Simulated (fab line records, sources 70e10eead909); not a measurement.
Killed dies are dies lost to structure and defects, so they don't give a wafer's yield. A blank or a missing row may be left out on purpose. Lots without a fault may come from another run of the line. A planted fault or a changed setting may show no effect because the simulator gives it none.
Chamber matching | flow nand_harc | NHARC_A_ZERO_WELL_DESCUM_12 on rie_diel-10: 4 sister chambers
The step chemistry O2, time 3 s. 4 wafers are shown with their chamber, then 7 later ones without.

WAFERS WITH THEIR CHAMBER
wafer  | chamber | oes_product_au (a.u.)
L864.3 | 1       | 1.005
L864.5 | 2       | 1.001
L866.3 | 3       | 0.987
L866.4 | 0       | 0.988

WAFERS WITHOUT THEIR CHAMBER
wafer  | oes_product_au (a.u.)
L866.5 | 0.977
L873.1 | 0.996
L873.3 | 0.987
L873.4 | 0.991
L874.2 | 0.999
L874.3 | 0.991
L874.6 | 0.991

WHICH CHAMBER EACH WENT THROUGH
wafer  | from the rows above               | in truth
L866.5 | can't be placed: 3 or 0           | 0
L873.1 | can't be placed: 2 or 0 or 1 or 3 | 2
L873.3 | can't be placed: 3 or 0           | 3
L873.4 | can't be placed: 0 or 3 or 2      | 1
L874.2 | can't be placed: 2 or 1 or 0      | 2
L874.3 | can't be placed: 0 or 3 or 2      | 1
L874.6 | can't be placed: 0 or 3 or 2      | 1
Placed correctly: 0 of 7. Can't be placed from these rows: 7 (the true chamber is among the candidates in 4). Placed wrongly: 0.
How it was worked out, from the rows above alone: a wafer's distance from a chamber is the root of the sum, over the readings, of the square of ((its reading less the chamber's mean) divided by the reading's scatter). The wafer belongs to the nearest chamber; if the next one is less than 2 further off, it can't be placed. A chamber's mean is the mean of its shown wafers. The scatter: with one shown wafer a chamber, the root of the mean of the squares of how far each hidden wafer lies from its nearest shown one.
